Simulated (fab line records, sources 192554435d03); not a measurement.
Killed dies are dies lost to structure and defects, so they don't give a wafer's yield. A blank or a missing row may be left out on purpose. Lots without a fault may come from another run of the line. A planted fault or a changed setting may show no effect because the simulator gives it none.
Chamber matching | flow n5_finfet | N5_BEOL_M8_CURE_74 on uv_cure-03: 3 sister chambers
The step cures SiCOH lowk, time 240 s. 3 wafers are shown with their chamber, then 10 later ones without.

WAFERS WITH THEIR CHAMBER
wafer  | chamber | wafer_temp_C_max
L075.6 | 2       | 388.3
L082.5 | 1       | 386.1
L088.3 | 0       | 386.9

WAFERS WITHOUT THEIR CHAMBER
wafer  | wafer_temp_C_max
L088.4 | 386.4
L090.1 | 386.1
L090.2 | 386.8
L090.4 | 385.9
L090.3 | 386.6
L090.5 | 386.5
L090.6 | 386.7
L097.2 | 387.7
L097.3 | 388.1
L097.5 | 387.2

WHICH CHAMBER EACH WENT THROUGH
wafer  | from the rows above     | in truth
L088.4 | can't be placed: 1 or 0 | 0
L090.1 | 1                       | 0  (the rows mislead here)
L090.2 | can't be placed: 0 or 1 | 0
L090.4 | 1                       | 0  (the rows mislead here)
L090.3 | can't be placed: 0 or 1 | 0
L090.5 | can't be placed: 0 or 1 | 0
L090.6 | can't be placed: 0 or 1 | 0
L097.2 | can't be placed: 2 or 0 | 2
L097.3 | 2                       | 2
L097.5 | 0                       | 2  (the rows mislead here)
Placed correctly: 1 of 10. Can't be placed from these rows: 6 (the true chamber is among the candidates in 6). Placed wrongly: 3.
How it was worked out, from the rows above alone: a wafer's distance from a chamber is the root of the sum, over the readings, of the square of ((its reading less the chamber's mean) divided by the reading's scatter). The wafer belongs to the nearest chamber; if the next one is less than 2 further off, it can't be placed. A chamber's mean is the mean of its shown wafers. The scatter: with one shown wafer a chamber, the root of the mean of the squares of how far each hidden wafer lies from its nearest shown one.
